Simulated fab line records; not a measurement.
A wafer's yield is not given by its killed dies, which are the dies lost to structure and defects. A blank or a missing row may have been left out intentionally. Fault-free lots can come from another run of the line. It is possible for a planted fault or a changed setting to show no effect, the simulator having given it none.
fab line records	flow nandHarc
record lots=24	wafers=72	lastDay=33
route steps=1302 shown P_GATE@172 P_CONTACT@236 P_M0@284 P_M1@295
lots that met no fault: taken from a fault-free run of the same line
startH: hours from the record's first day to the start of the lot's first wafer shown	waitH: hours since the lot's step before	" same as the row above	L1.1+2: a single row standing in for several wafers	- either no value or no given start	* or withheld: withheld	< > ~ a bound
route shown NAME@n: names a module that has steps shown in the file, with the first one's number in the route	usual: the fault-free wafers' mean and standard deviation	same: alike in all rows	chamber/n: place in a boat	sites: the reading at each site	_std_site: standard deviation across them	_edge_site: mean of outer sites minus mean of inner sites	radiusMm: how far each site lies from the wafer's centre	mask NAME#n: copy n	behind: the last tool/chamber to shape the wafer	hold: reason for holding the lot/hours on hold/outcome of the hold	device: transistor that didn't switch, given as n, p or np	end of line: tests of these same wafers at the route's end	a step without rows: its recipe alone	killed: not the wafer's yield, but the dies lost to structure and defects at the first sort	map: per-die view of a wafer (x killed, . not killed, _ where there is no die)
set.NAME: the run value of the setting; set.NAME@STEP: its run value at that earlier step	model.NAME: the simulator's own value behind a step, which no gauge read
a sample of lots followed through the steps of the route, with each step as a table and each wafer as a row
services: when a tool's chamber went out of use (startH, in hours from the record's first day, below 0 if earlier), for how many hours, and the reason
## steps
# step NHARC_P_GATE_DESCUM_48
# recipe timeS=3	o2FlowSccm=200	arFlowSccm=0	biasPowerW=0	chemistry=O2
# usual drypumpMotorCurrentA=5.8/0.52	oesProductAu=0.999/0.0081	rfVppV=57.8/0.99	showerheadPlenumPTorr=1.94/0.072	throttleValvePct=11.310/0.0084
lot.wafer	tool	chamber	startH	waitH	drypumpMotorCurrentA	oesProductAu	rfHoursCounterH	rfVppV	showerheadPlenumPTorr	throttleValvePct
L074.2	rieDiel-13	3	108.73	-	5.9	1.011	5.2	57.4	1.91	11.311
L074.3	"	0	"	"	5.6	1.003	5.1	58.3	1.86	11.308
L074.6	"	3	"	"	5.9	1.002	-	58.4	1.91	11.304
L075.2	rieDiel-13	3	113.60	-	5.9	1.009	5.3	57.0	1.91	11.312
L075.4	"	1	"	"	6.6	1.001	4.5	58.8	1.99	11.310
L075.5	"	2	"	"	5.5	1.015	-	57.4	1.83	11.299
L076.2	rieDiel-02	2	131.33	-	6.4	0.992	3.5	58.3	1.97	11.316
L076.5	"	0	"	"	5.8	0.993	-	58.3	1.92	11.312
L076.6	"	1	"	"	5.1	0.985	-	58.7	2.03	11.301
L077.3	rieDiel-13	1	135.86	-	6.6	1.002	7.7	59.1	1.99	11.321
L077.5	"	3	"	"	5.9	1.004	-	57.9	1.91	11.325
L077.4	"	1	"	"	6.7	1.004	-	58.0	1.99	11.306
L078.1	rieDiel-02	3	149.43	-	6.3	0.991	2.4	58.5	2.06	11.305
L078.4	"	1	"	"	5.1	0.993	4.0	59.2	2.03	11.301
L078.2	"	2	"	"	6.4	0.993	3.9	57.2	1.97	11.315
L079.2	rieDiel-13	0	154.62	-	5.6	0.998	8.9	58.1	1.86	11.306
L079.3	"	1	"	"	6.6	1.000	9.1	57.8	1.99	11.318
L079.5	"	3	"	"	5.9	1.006	-	59.2	1.91	11.321
L080.3	rieDiel-02	0	172.20	-	5.8	0.987	5.8	56.7	1.92	11.318
L080.5	"	3	"	"	6.3	1.002	-	57.9	2.06	11.315
L080.6	"	0	"	"	5.8	0.994	-	57.2	1.92	11.303
L081.1	rieDiel-13	0	180.82	-	5.6	1.002	0.2	57.2	1.86	11.321
L081.3	"	2	"	"	5.5	1.013	0.1	57.6	1.83	11.319
L081.5	"	0	"	"	5.6	0.999	-	57.4	1.86	11.297
L082.4	rieDiel-02	1	194.41	-	5.0	0.992	6.9	57.3	2.03	11.314
L082.5	"	2	"	"	6.4	0.994	-	58.1	1.97	11.326
L082.6	"	3	"	"	6.3	1.005	-	58.1	2.06	11.311
L083.2	rieDiel-13	1	202.50	-	6.6	1.000	1.2	56.6	1.99	11.300
L083.5	"	0	"	"	5.6	1.002	-	57.2	1.86	11.321
L083.6	"	1	"	"	6.6	0.995	-	57.7	1.99	11.297
L085.3	rieDiel-02	1	216.09	-	5.1	0.990	9.5	57.6	2.03	11.306
L085.4	"	1	"	"	5.1	0.994	-	57.0	2.03	11.322
L085.5	"	2	"	"	6.4	0.994	-	58.7	1.97	11.304
L084.4	rieDiel-13	2	217.01	-	5.5	0.995	2.3	57.5	1.83	11.312
L084.5	"	0	"	"	5.6	0.994	-	58.0	1.86	11.315
L084.6	"	1	"	"	6.6	0.988	-	59.5	1.99	11.309
L086.2	rieDiel-13	3	230.19	-	5.9	0.994	1.7	55.9	1.90	11.318
L086.5	"	3	"	"	5.9	1.002	-	58.6	1.90	11.315
L086.6	"	0	"	"	5.6	0.997	-	57.2	1.85	11.307
L087.3	rieDiel-13	2	240.10	-	5.5	1.003	2.4	56.3	1.83	11.288
L087.4	"	3	"	"	5.9	0.992	1.8	58.2	1.90	11.312
L087.2	"	0	"	"	5.6	0.997	2.0	59.0	1.85	11.333
L089.3	rieDiel-02	3	254.41	-	6.3	0.985	1.6	59.1	2.06	11.310
L089.6	"	2	"	"	6.4	0.991	-	58.4	1.97	11.326
L089.5	"	3	"	"	6.3	0.990	-	57.6	2.06	11.292
L088.4	rieDiel-13	3	255.21	-	5.9	1.004	3.5	57.8	1.90	11.297
L088.2	"	1	"	"	6.6	1.003	4.3	58.5	1.99	11.328
L088.5	"	2	"	"	5.5	1.009	-	56.2	1.83	11.309
L090.2	rieDiel-13	0	272.11	-	5.6	1.001	4.2	56.0	1.85	11.303
L090.1	"	2	"	"	5.5	0.994	5.5	58.2	1.83	11.311
L090.3	"	3	"	"	5.9	0.988	4.6	56.1	1.90	11.316
L091.3	rieDiel-04	2	279.76	-	5.0	0.999	4.9	59.0	1.99	11.308
L091.4	"	3	"	"	5.9	1.010	4.8	59.3	2.01	11.314
L091.2	"	1	"	"	5.5	1.005	5.8	57.3	1.93	11.320
L092.1	rieDiel-04	0	286.90	-	4.9	0.995	5.5	56.8	1.87	11.321
L092.2	"	2	"	"	5.0	1.004	5.0	56.2	1.99	11.300
L092.5	"	0	"	"	4.9	0.997	-	57.8	1.87	11.313
L093.3	rieDiel-04	0	300.25	-	4.9	1.004	6.2	57.3	1.87	11.311
L093.4	"	1	"	"	5.5	0.991	6.9	58.8	1.93	11.314
L093.2	"	2	"	"	5.0	1.008	6.1	57.9	1.99	11.297
L094.4	rieDiel-04	3	311.11	-	5.9	1.008	5.9	57.6	2.01	11.312
L094.2	"	0	"	"	4.9	1.002	6.5	58.8	1.87	11.303
L094.5	"	2	"	"	5.0	1.015	-	57.3	1.99	11.308
L095.2	rieDiel-04	1	319.55	-	5.6	1.006	7.2	57.9	1.93	11.310
L095.1	"	2	"	"	5.0	1.012	6.4	58.5	1.99	11.311
L095.4	"	3	"	"	5.9	1.005	6.0	59.5	2.01	11.318
L096.1	rieDiel-13	1	331.77	-	6.6	0.987	8.8	57.2	1.99	11.310
L096.3	"	0	"	"	5.6	0.990	9.2	57.1	1.85	11.314
L096.6	"	1	"	"	6.6	0.989	-	56.1	1.99	11.305
L097.1	rieDiel-02	1	345.30	-	5.1	0.991	8.9	58.7	2.03	11.314
L097.2	"	3	"	"	6.3	0.995	6.8	58.6	2.05	11.327
L097.5	"	2	"	"	6.4	1.006	-	57.2	1.97	11.315
# step NHARC_P_GATE_RTA_82
# recipe tempC=450	timeS=30
# usual lampPowerPct=4.40/0.12	lamp_zone_1_pct=4.40/0.12	lamp_zone_3_pct=4.40/0.12	lamp_zone_5_pct=4.42/0.12	wafer_temp_C_max=452.7/0.96
lot.wafer	tool	chamber	startH	waitH	lampPowerPct	lamp_zone_1_pct	lamp_zone_3_pct	lamp_zone_5_pct	wafer_temp_C_max
L074.2	rtpAnneal-01	0	114.93	-	4.28	4.28	4.28	4.30	454.6
L074.3	"	0	"	"	4.27	4.28	4.28	4.30	452.7
L074.6	"	0	"	"	4.29	4.28	4.28	4.31	454.3
L075.2	rtpAnneal-01	0	119.79	-	4.29	4.28	4.28	4.29	453.0
L075.4	"	0	"	"	4.28	4.29	4.29	4.29	453.9
L075.5	"	0	"	"	4.29	4.29	4.28	4.30	454.1
L076.2	rtpAnneal-01	0	137.50	-	4.28	4.28	4.28	4.30	453.6
L076.5	"	0	"	"	4.28	4.27	4.28	4.30	453.5
L076.6	"	0	"	"	4.28	4.29	4.28	4.30	452.8
L077.3	rtpAnneal-02	0	142.19	-	4.52	4.52	4.51	4.54	452.2
L077.4	"	0	"	"	4.52	4.52	4.52	4.54	451.9
L077.5	"	0	"	"	4.51	4.52	4.52	4.54	451.7
L078.1	rtpAnneal-02	0	155.99	-	4.52	4.52	4.52	4.53	451.2
L078.2	"	0	"	"	4.52	4.52	4.53	4.54	451.6
L078.4	"	0	"	"	4.52	4.52	4.52	4.53	451.9
L079.2	rtpAnneal-02	0	161.00	-	4.52	4.52	4.52	4.53	451.4
L079.3	"	0	"	"	4.52	4.52	4.52	4.54	451.6
L079.5	"	0	"	"	4.52	4.52	4.52	4.54	452.0
L080.3	rtpAnneal-02	0	178.65	-	4.51	4.52	4.52	4.54	451.9
L080.5	"	0	"	"	4.53	4.52	4.52	4.54	451.8
L080.6	"	0	"	"	4.52	4.51	4.52	4.54	451.9
L081.1	rtpAnneal-01	0	186.76	-	4.28	4.28	4.28	4.30	452.9
L081.3	"	0	"	"	4.28	4.28	4.29	4.30	454.3
L081.5	"	0	"	"	4.29	4.29	4.28	4.29	452.9
L082.4	rtpAnneal-01	0	200.68	-	4.28	4.29	4.29	4.30	453.9
L082.5	"	0	"	"	4.28	4.28	4.28	4.30	453.9
L082.6	"	0	"	"	4.28	4.28	4.28	4.31	453.5
L083.2	rtpAnneal-02	0	209.98	-	4.52	4.52	4.52	4.54	452.5
L083.5	"	0	"	"	4.52	4.52	4.51	4.54	452.2
L083.6	"	0	"	"	4.53	4.51	4.53	4.54	452.9
L085.3	rtpAnneal-02	0	222.40	-	4.53	4.52	4.52	4.54	452.3
L085.4	"	0	"	"	4.52	4.52	4.52	4.54	452.2
L085.5	"	0	"	"	4.52	4.52	4.52	4.54	451.9
L084.4	rtpAnneal-02	0	223.23	-	4.52	4.52	4.51	4.53	451.9
L084.5	"	0	"	"	4.52	4.52	4.52	4.53	451.5
L084.6	"	0	"	"	4.52	4.52	4.52	4.54	451.7
L086.2	rtpAnneal-01	0	236.43	-	4.29	4.28	4.28	4.30	453.8
L086.5	"	0	"	"	4.28	4.28	4.28	4.30	453.6
L086.6	"	0	"	"	4.29	4.28	4.29	4.30	452.8
L087.2	rtpAnneal-01	0	246.38	-	4.29	4.28	4.28	4.31	453.2
L087.3	"	0	"	"	4.29	4.28	4.28	4.30	453.9
L087.4	"	0	"	"	4.29	4.29	4.28	4.30	452.9
L089.3	rtpAnneal-02	0	261.05	-	4.52	4.52	4.52	4.53	451.8
L089.5	"	0	"	"	4.52	4.52	4.52	4.54	451.6
L089.6	"	0	"	"	4.52	4.53	4.52	4.54	451.9
L088.2	rtpAnneal-01	0	262.12	-	4.28	4.27	4.28	4.30	453.2
L088.4	"	0	"	"	4.28	4.29	4.28	4.30	453.5
L088.5	"	0	"	"	4.28	4.28	4.28	4.30	453.0
L090.1	rtpAnneal-01	0	278.29	-	4.28	4.28	4.28	4.30	453.2
L090.2	"	0	"	"	4.28	4.29	4.28	4.30	453.0
L090.3	"	0	"	"	4.29	4.27	4.28	4.31	454.6
L091.2	rtpAnneal-02	0	286.09	-	4.51	4.52	4.52	4.54	451.5
L091.3	"	0	"	"	4.51	4.52	4.52	4.54	451.8
L091.4	"	0	"	"	4.51	4.51	4.52	4.54	451.5
L092.1	rtpAnneal-01	0	292.84	-	4.28	4.28	4.28	4.30	455.3
L092.2	"	0	"	"	4.28	4.28	4.29	4.30	453.4
L092.5	"	0	"	"	4.28	4.28	4.28	4.30	453.4
L093.2	rtpAnneal-02	0	306.31	-	4.51	4.52	4.52	4.54	451.8
L093.3	"	0	"	"	4.52	4.52	4.51	4.54	451.2
L093.4	"	0	"	"	4.52	4.53	4.52	4.54	452.0
L094.2	rtpAnneal-02	0	317.32	-	4.51	4.52	4.51	4.54	451.4
L094.4	"	0	"	"	4.52	4.51	4.52	4.54	452.1
L094.5	"	0	"	"	4.52	4.52	4.52	4.54	451.5
L095.1	rtpAnneal-01	0	325.78	-	4.28	4.29	4.29	4.30	453.0
L095.2	"	0	"	"	4.28	4.28	4.28	4.30	452.0
L095.4	"	0	"	"	4.28	4.28	4.28	4.30	453.0
L096.1	rtpAnneal-01	0	338.29	-	4.28	4.28	4.28	4.30	453.3
L096.3	"	0	"	"	4.28	4.28	4.28	4.30	452.8
L096.6	"	0	"	"	4.28	4.29	4.29	4.30	453.5
L097.1	rtpAnneal-02	0	351.65	-	4.52	4.52	4.52	4.54	452.4
L097.2	"	0	"	"	4.51	4.52	4.52	4.54	452.4
L097.5	"	0	"	"	4.52	4.51	4.52	4.54	452.0
# step NHARC_P_CONTACT_ETCH_35
# recipe targetDepthA=390	overEtchFrac=0.3	timeS=65	ionEnergyEv=80	cf4FlowSccm=150	arFlowSccm=0	rfW=300	biasW=100	chemistry=CF4
# usual drypumpMotorCurrentA=5.7/0.35	oesProductAu=1.000/0.0077	rfFwdPowerW=297.2/0.94	rfVppV=151.0/1	showerheadPlenumPTorr=1.74/0.056	throttleValvePct=13.284/0.0089
lot.wafer	tool	chamber	startH	waitH	drypumpMotorCurrentA	oesProductAu	rfFwdPowerW	rfHoursCounterH	rfVppV	showerheadPlenumPTorr	throttleValvePct
L074.2	rieDiel-11	2	116.87	0.1	5.4	1.010	298.2	1.0	150.5	1.68	13.283
L074.3	"	3	"	"	5.4	1.010	296.8	1.0	150.7	1.75	13.275
L074.6	"	2	"	"	5.4	1.003	298.4	-	151.1	1.68	13.282
L075.2	rieDiel-08	2	121.71	0.1	5.2	1.000	296.3	5.6	152.0	1.77	13.290
L075.4	"	0	"	"	6.0	1.006	296.9	5.4	151.4	1.76	13.268
L075.5	"	3	"	"	5.6	1.015	296.3	-	152.4	1.83	13.299
L076.2	rieDiel-11	2	139.59	0.1	5.4	0.991	298.3	1.6	149.6	1.68	13.273
L076.5	"	1	"	"	6.1	0.994	297.9	-	150.4	1.70	13.285
L076.6	"	2	"	"	5.4	0.986	298.8	-	151.2	1.68	13.282
L077.3	rieDiel-11	0	144.09	0.1	5.9	0.989	296.6	2.2	151.9	1.68	13.276
L077.4	"	1	"	"	6.1	0.989	298.2	1.8	150.7	1.70	13.278
L077.5	"	3	"	"	5.4	0.995	296.5	-	150.6	1.75	13.281
L078.4	rieDiel-07	3	158.08	0.1	6.5	1.009	296.0	0.4	148.5	1.68	13.271
L078.2	"	0	"	"	5.9	1.016	295.5	0.4	152.4	1.85	13.290
L078.1	"	2	"	"	5.7	0.988	296.5	0.5	151.7	1.80	13.284
L079.2	rieDiel-11	2	163.05	0.1	5.4	0.999	297.9	2.6	149.4	1.68	13.292
L079.3	"	0	"	"	5.9	0.988	297.6	2.7	149.0	1.68	13.292
L079.5	"	3	"	"	5.4	0.997	297.4	-	151.2	1.75	13.286
L080.3	rieDiel-11	1	180.70	0.1	6.1	1.000	298.2	2.9	150.6	1.70	13.278
L080.6	"	2	"	"	5.4	0.986	297.9	-	150.6	1.68	13.290
L080.5	"	3	"	"	5.4	1.003	296.3	-	150.9	1.75	13.278
L081.1	rieDiel-11	1	188.83	0.1	6.1	1.002	296.9	3.2	150.3	1.70	13.272
L081.3	"	0	"	"	5.9	0.996	296.5	3.5	150.7	1.68	13.288
L081.5	"	1	"	"	6.1	1.000	297.6	-	150.8	1.70	13.283
L082.4	rieDiel-08	0	202.69	0.1	6.0	1.004	296.4	0.0	151.8	1.76	13.283
L082.6	"	2	"	"	5.3	0.999	296.9	-	149.3	1.77	13.284
L082.5	"	3	"	"	5.7	1.001	295.7	-	152.9	1.82	13.292
L083.2	rieDiel-08	3	212.05	0.1	5.7	1.005	297.9	0.6	151.8	1.83	13.294
L083.5	"	0	"	"	6.0	1.010	295.5	-	152.4	1.76	13.285
L083.6	"	1	"	"	5.1	1.005	298.9	-	151.2	1.73	13.296
L085.3	rieDiel-11	3	224.46	0.1	5.4	1.005	296.9	4.7	151.3	1.75	13.270
L085.4	"	1	"	"	6.1	1.007	295.8	4.2	151.1	1.70	13.274
L085.5	"	2	"	"	5.4	1.001	297.3	-	149.8	1.68	13.291
L084.4	rieDiel-07	0	225.10	0.1	5.9	1.003	297.1	1.7	151.7	1.85	13.274
L084.6	"	0	"	"	5.9	0.998	297.7	-	153.4	1.85	13.278
L084.5	"	1	"	"	5.7	1.013	296.9	-	151.3	1.76	13.289
L086.2	rieDiel-08	1	238.50	0.1	5.1	0.995	299.1	2.1	149.6	1.73	13.301
L086.5	"	3	"	"	5.7	0.996	298.2	-	152.8	1.82	13.277
L086.6	"	0	"	"	6.0	1.008	297.2	-	151.4	1.76	13.288
L087.2	rieDiel-11	0	248.43	0.1	5.8	0.998	297.9	5.3	148.7	1.68	13.288
L087.3	"	1	"	"	6.1	1.014	298.3	5.0	151.8	1.70	13.288
L087.4	"	2	"	"	5.4	1.001	297.8	5.2	151.4	1.68	13.275
L089.3	rieDiel-07	2	263.09	0.1	5.8	0.986	296.9	2.5	151.6	1.80	13.296
L089.6	"	0	"	"	5.9	1.007	297.1	-	150.4	1.85	13.292
L089.5	"	1	"	"	5.7	0.998	297.9	-	151.8	1.76	13.275
L088.4	rieDiel-07	2	264.17	0.1	5.8	1.002	294.4	2.8	152.7	1.80	13.283
L088.2	"	3	"	"	6.5	0.997	298.3	2.6	149.9	1.68	13.277
L088.5	"	1	"	"	5.7	1.008	297.6	-	150.7	1.76	13.277
L090.2	rieDiel-11	1	280.31	0.1	6.1	0.999	298.1	0.2	151.0	1.70	13.280
L090.3	"	2	"	"	5.4	1.013	297.1	0.2	149.8	1.67	13.305
L090.1	"	0	"	"	5.8	0.999	296.5	0.1	152.1	1.68	13.287
L091.2	rieDiel-07	1	288.15	0.1	5.6	0.994	297.7	3.8	152.1	1.76	13.283
L091.4	"	2	"	"	5.7	0.990	296.5	3.5	151.8	1.80	13.286
L091.3	"	3	"	"	6.5	0.995	295.9	3.3	149.6	1.68	13.272
L092.1	rieDiel-08	2	294.93	0.1	5.3	0.983	296.9	5.5	151.5	1.76	13.303
L092.2	"	3	"	"	5.7	0.992	297.0	6.5	152.2	1.82	13.282
L092.5	"	2	"	"	5.3	0.990	296.3	-	150.9	1.76	13.290
L093.3	rieDiel-07	3	308.37	0.1	6.5	1.011	296.0	0.0	151.2	1.68	13.282
L093.2	"	1	"	"	5.7	1.000	298.4	0.1	151.6	1.76	13.294
L093.4	"	2	"	"	5.7	0.999	296.5	0.0	152.7	1.80	13.295
L094.2	rieDiel-08	2	319.25	0.1	5.2	0.999	298.1	6.2	150.6	1.76	13.294
L094.4	"	1	"	"	5.1	0.995	298.5	5.8	150.9	1.73	13.298
L094.5	"	3	"	"	5.7	1.002	297.1	-	153.6	1.82	13.282
L095.2	rieDiel-11	2	327.73	0.1	5.4	1.008	297.4	1.3	150.3	1.68	13.272
L095.1	"	3	"	"	5.4	0.998	298.0	1.4	150.5	1.75	13.291
L095.4	"	0	"	"	5.8	0.999	297.6	1.4	150.3	1.68	13.286
L096.3	rieDiel-11	3	340.41	0.1	5.5	1.011	297.1	1.8	151.8	1.75	13.275
L096.1	"	0	"	"	5.9	1.010	296.9	1.8	148.9	1.68	13.291
L096.6	"	1	"	"	6.1	0.994	298.6	-	149.9	1.70	13.284
L097.1	rieDiel-08	0	353.73	0.1	6.0	1.011	296.8	7.9	151.4	1.76	13.276
L097.2	"	1	"	"	5.1	1.001	298.4	6.9	150.2	1.73	13.290
L097.5	"	3	"	"	5.7	0.997	299.0	-	150.9	1.82	13.287
# step NHARC_P_M0_DEP_32
# recipe targetThkA=300	tempC=370	targetThkNm=30	pressureTorr=3	flowSccm=200	rfW=450	material=SiCN
# usual heaterPowerW=586/100	rfFwdPowerW=449.3/1.4
lot.wafer	tool	chamber	startH	waitH	heaterPowerW	rfFwdPowerW
L074.3	pecvd-03	1	123.68	0.1	594	449.6
L074.2	"	2	"	"	625	451.7
L074.6	"	2	"	"	611	448.7
L075.2	pecvd-01	0	128.41	0.1	640	449.2
L075.4	"	1	"	"	450	449.3
L075.5	"	2	"	"	605	449.7
L076.2	pecvd-01	0	146.99	0.1	650	449.5
L076.5	"	0	"	"	664	447.0
L076.6	"	1	"	"	483	445.8
L077.3	pecvd-03	2	150.79	0.1	670	448.0
L077.4	"	2	"	"	672	447.2
L077.5	"	1	"	"	612	450.1
L078.1	pecvd-03	0	164.78	0.1	730	450.3
L078.2	"	1	"	"	658	451.6
L078.4	"	1	"	"	655	449.8
L079.2	pecvd-03	0	169.67	0.1	765	450.4
L079.3	"	1	"	"	648	449.7
L079.5	"	1	"	"	655	447.3
L080.3	pecvd-01	0	187.62	0.1	683	445.0
L080.5	"	1	"	"	491	448.1
L080.6	"	0	"	"	697	451.5
L081.1	pecvd-04	0	195.38	0.1	539	448.9
L081.3	"	1	"	"	474	448.4
L081.5	"	0	"	"	549	448.5
L082.5	pecvd-01	0	209.53	0.2	565	448.9
L082.4	"	1	"	"	497	448.5
L082.6	"	2	"	"	629	448.6
L083.2	pecvd-03	1	218.78	0.1	671	449.7
L083.5	"	0	"	"	835	452.5
L083.6	"	2	"	"	499	449.6
L085.3	pecvd-01	1	231.20	0.1	491	450.4
L085.5	"	0	"	"	667	448.3
L085.4	"	2	"	"	612	450.6
L084.5	pecvd-04	0	231.94	0.2	538	448.0
L084.4	"	1	"	"	537	450.2
L084.6	"	2	"	"	463	448.6
L086.2	pecvd-01	0	245.17	0.1	579	452.0
L086.5	"	1	"	"	487	448.3
L086.6	"	0	"	"	587	450.8
L087.3	pecvd-03	0	255.04	0.1	835	448.7
L087.2	"	2	"	"	526	449.3
L087.4	"	0	"	"	849	447.6
L089.3	pecvd-01	1	270.00	0.1	444	448.6
L089.5	"	0	"	"	614	448.6
L089.6	"	2	"	"	602	451.1
L088.2	pecvd-01	0	270.91	0.1	661	448.2
L088.4	"	0	"	"	658	448.8
L088.5	"	1	"	"	450	450.6
L090.3	pecvd-03	0	287.03	0.1	714	450.1
L090.2	"	1	"	"	655	449.1
L090.1	"	2	"	"	560	450.7
L091.2	pecvd-04	1	294.91	0.1	513	449.7
L091.3	"	2	"	"	527	448.8
L091.4	"	0	"	"	508	447.8
L092.2	pecvd-03	0	301.65	0.1	755	450.4
L092.1	"	1	"	"	633	446.7
L092.5	"	1	"	"	612	448.3
L093.2	pecvd-04	0	315.12	0.1	495	449.8
L093.3	"	2	"	"	512	446.0
L093.4	"	1	"	"	492	449.4
L094.2	pecvd-03	2	325.97	0.1	566	448.1
L094.5	"	0	"	"	745	448.8
L094.4	"	1	"	"	617	451.4
L095.2	pecvd-04	2	334.41	0.1	487	451.3
L095.1	"	1	"	"	484	447.3
L095.4	"	2	"	"	485	448.0
L096.1	pecvd-01	2	347.20	0.1	560	448.9
L096.3	"	0	"	"	695	449.8
L096.6	"	0	"	"	694	447.6
L097.2	pecvd-04	1	360.43	0.1	432	451.0
L097.1	"	2	"	"	486	448.8
L097.5	"	2	"	"	489	449.4
# step NHARC_P_M1_CD_MEAS_09
# recipe targetCdNm=130	landingEnergyEv=500
# usual cdNm=129.9/0.51
lot.wafer	tool	chamber	startH	waitH	cdNm
L074.2	cdSem-01	0	124.76	-	130.3
L074.3	"	0	"	"	129.6
L074.6	"	0	"	"	129.4
L075.2	cdSem-03	0	129.45	-	129.9
L075.4	"	0	"	"	130.3
L075.5	"	0	"	"	130.0
L076.2	cdSem-01	0	148.21	-	129.7
L076.5	"	0	"	"	129.5
L076.6	"	0	"	"	130.0
L077.3	cdSem-02	0	152.05	-	129.8
L077.4	"	0	"	"	130.3
L077.5	"	0	"	"	129.7
L078.1	cdSem-03	0	166.02	-	129.7
L078.2	"	0	"	"	130.3
L078.4	"	0	"	"	129.5
L079.2	cdSem-01	0	170.75	-	129.8
L079.3	"	0	"	"	130.6
L079.5	"	0	"	"	130.4
L080.3	cdSem-02	0	188.64	-	130.5
L080.5	"	0	"	"	130.7
L080.6	"	0	"	"	129.9
L081.1	cdSem-03	0	196.69	-	129.2
L081.3	"	0	"	"	130.0
L081.5	"	0	"	"	130.1
L082.4	cdSem-01	0	210.65	-	130.0
L082.5	"	0	"	"	129.5
L082.6	"	0	"	"	129.9
L083.2	cdSem-02	0	219.99	-	129.6
L083.5	"	0	"	"	129.5
L083.6	"	0	"	"	129.8
L085.3	cdSem-02	0	232.39	-	128.9
L085.4	"	0	"	"	128.6
L085.5	"	0	"	"	129.8
L084.4	cdSem-01	0	233.07	-	129.2
L084.5	"	0	"	"	129.2
L084.6	"	0	"	"	129.1
L086.2	cdSem-02	0	246.31	-	129.8
L086.5	"	0	"	"	129.9
L086.6	"	0	"	"	130.5
L087.2	cdSem-02	0	256.17	-	129.5
L087.3	"	0	"	"	129.8
L087.4	"	0	"	"	129.7
L089.3	cdSem-02	0	271.23	-	130.0
L089.5	"	0	"	"	130.5
L089.6	"	0	"	"	130.6
L088.2	cdSem-02	0	272.20	-	129.6
L088.4	"	0	"	"	130.2
L088.5	"	0	"	"	130.1
L090.1	cdSem-03	0	288.15	-	130.0
L090.2	"	0	"	"	129.6
L090.3	"	0	"	"	130.4
L091.2	cdSem-02	0	296.11	-	131.0
L091.3	"	0	"	"	131.0
L091.4	"	0	"	"	130.6
L092.1	cdSem-01	0	302.77	-	130.3
L092.2	"	0	"	"	129.5
L092.5	"	0	"	"	130.6
L093.2	cdSem-01	0	316.37	-	130.1
L093.3	"	0	"	"	130.4
L093.4	"	0	"	"	130.3
L094.2	cdSem-01	0	327.21	-	130.9
L094.4	"	0	"	"	131.1
L094.5	"	0	"	"	130.2
L095.1	cdSem-02	0	335.65	-	129.5
L095.2	"	0	"	"	129.0
L095.4	"	0	"	"	130.2
L096.1	cdSem-01	0	348.41	-	130.0
L096.3	"	0	"	"	129.2
L096.6	"	0	"	"	129.8
L097.1	cdSem-02	0	361.68	-	129.7
L097.2	"	0	"	"	129.8
L097.5	"	0	"	"	130.1
# step NHARC_P_M1_PVD_20
# recipe targetThkA=50	biasV=168.6	powerW=15000	chamberPressurePa=0.12	timeS=8.06	substrateTempC=50	material=TaN
# usual throttleValvePct=29.9/1.1
lot.wafer	tool	chamber	startH	waitH	throttleValvePct
L074.2	pvdSputter-01	-	-	-	29.0
L074.3	"	-	"	"	30.7
L074.6	"	-	"	"	29.2
L075.4	pvdSputter-03	-	-	-	28.8
L075.2	"	-	"	"	29.7
L075.5	"	-	"	"	29.7
L076.2	pvdSputter-02	-	-	-	29.7
L076.6	"	-	"	"	29.4
L076.5	"	-	"	"	29.6
L077.3	pvdSputter-01	-	-	-	30.7
L077.4	"	-	"	"	29.8
L077.5	"	-	"	"	29.4
L078.4	pvdSputter-01	-	-	-	31.9
L078.1	"	-	"	"	30.1
L078.2	"	-	"	"	28.9
L079.3	pvdSputter-01	-	-	-	30.8
L079.2	"	-	"	"	32.3
L079.5	"	-	"	"	32.2
L080.3	pvdSputter-03	-	-	-	28.2
L080.6	"	-	"	"	28.2
L080.5	"	-	"	"	30.0
L081.1	pvdSputter-01	-	-	-	32.0
L081.3	"	-	"	"	30.7
L081.5	"	-	"	"	30.1
L082.4	pvdSputter-03	-	-	-	30.0
L082.6	"	-	"	"	28.2
L082.5	"	-	"	"	29.8
L083.2	pvdSputter-02	-	-	-	29.5
L083.5	"	-	"	"	30.1
L083.6	"	-	"	"	29.4
L085.4	pvdSputter-01	-	-	-	32.2
L085.3	"	-	"	"	30.3
L085.5	"	-	"	"	30.6
L084.4	pvdSputter-03	-	-	-	30.0
L084.5	"	-	"	"	29.8
L084.6	"	-	"	"	30.4
L086.2	pvdSputter-03	-	-	-	29.9
L086.6	"	-	"	"	28.2
L086.5	"	-	"	"	29.7
L087.4	pvdSputter-01	-	-	-	30.4
L087.3	"	-	"	"	31.7
L087.2	"	-	"	"	29.6
L089.3	pvdSputter-03	-	-	-	29.8
L089.6	"	-	"	"	28.2
L089.5	"	-	"	"	30.2
L088.2	pvdSputter-02	-	-	-	29.7
L088.4	"	-	"	"	28.8
L088.5	"	-	"	"	29.4
L090.2	pvdSputter-03	-	-	-	29.9
L090.1	"	-	"	"	29.9
L090.3	"	-	"	"	28.2
L091.3	pvdSputter-01	-	-	-	31.4
L091.2	"	-	"	"	29.9
L091.4	"	-	"	"	28.6
L092.2	pvdSputter-01	-	-	-	31.4
L092.1	"	-	"	"	29.7
L092.5	"	-	"	"	30.5
L093.4	pvdSputter-03	-	-	-	28.3
L093.2	"	-	"	"	30.1
L093.3	"	-	"	"	30.0
L094.2	pvdSputter-02	-	-	-	29.4
L094.4	"	-	"	"	30.4
L094.5	"	-	"	"	29.8
L095.2	pvdSputter-01	-	-	-	30.6
L095.4	"	-	"	"	29.8
L095.1	"	-	"	"	28.4
L096.3	pvdSputter-02	-	-	-	28.8
L096.1	"	-	"	"	30.0
L096.6	"	-	"	"	28.7
L097.2	pvdSputter-01	-	-	-	30.5
L097.1	"	-	"	"	31.7
L097.5	"	-	"	"	31.7
## services
tool	chamber	startH	hours	kind
pecvd-01	-	99.46	2.3	repair
rieDiel-11	-	111.26	0.2	repair
pecvd-01	-	130.21	13.0	pm
rieDiel-13	2	134.50	3.9	repair
rieDiel-13	-	141.26	5.3	repair
rieDiel-02	1	152.09	4.5	repair
pvdSputter-03	-	160.50	3.6	repair
rieDiel-13	-	165.00	9.0	pm
pvdSputter-03	-	170.00	10.0	pm
rieDiel-02	1	176.49	7.0	repair
rieDiel-08	0	179.80	2.6	repair
pvdSputter-03	-	181.10	6.1	repair
pecvd-03	-	185.29	13.0	pm
rieDiel-08	-	190.80	9.0	pm
rieDiel-02	0	197.40	27.1	repair
rieDiel-02	-	216.80	9.0	pm
pvdSputter-01	-	234.74	10.0	pm
pvdSputter-01	-	247.48	7.4	repair
rieDiel-02	0	253.71	6.0	repair
rieDiel-11	-	255.50	9.0	pm
pecvd-03	2	264.84	10.5	repair
pecvd-01	-	311.21	13.0	pm
rieDiel-13	-	342.00	9.0	pm
pvdSputter-03	-	344.74	35.2	repair
## key
fault none
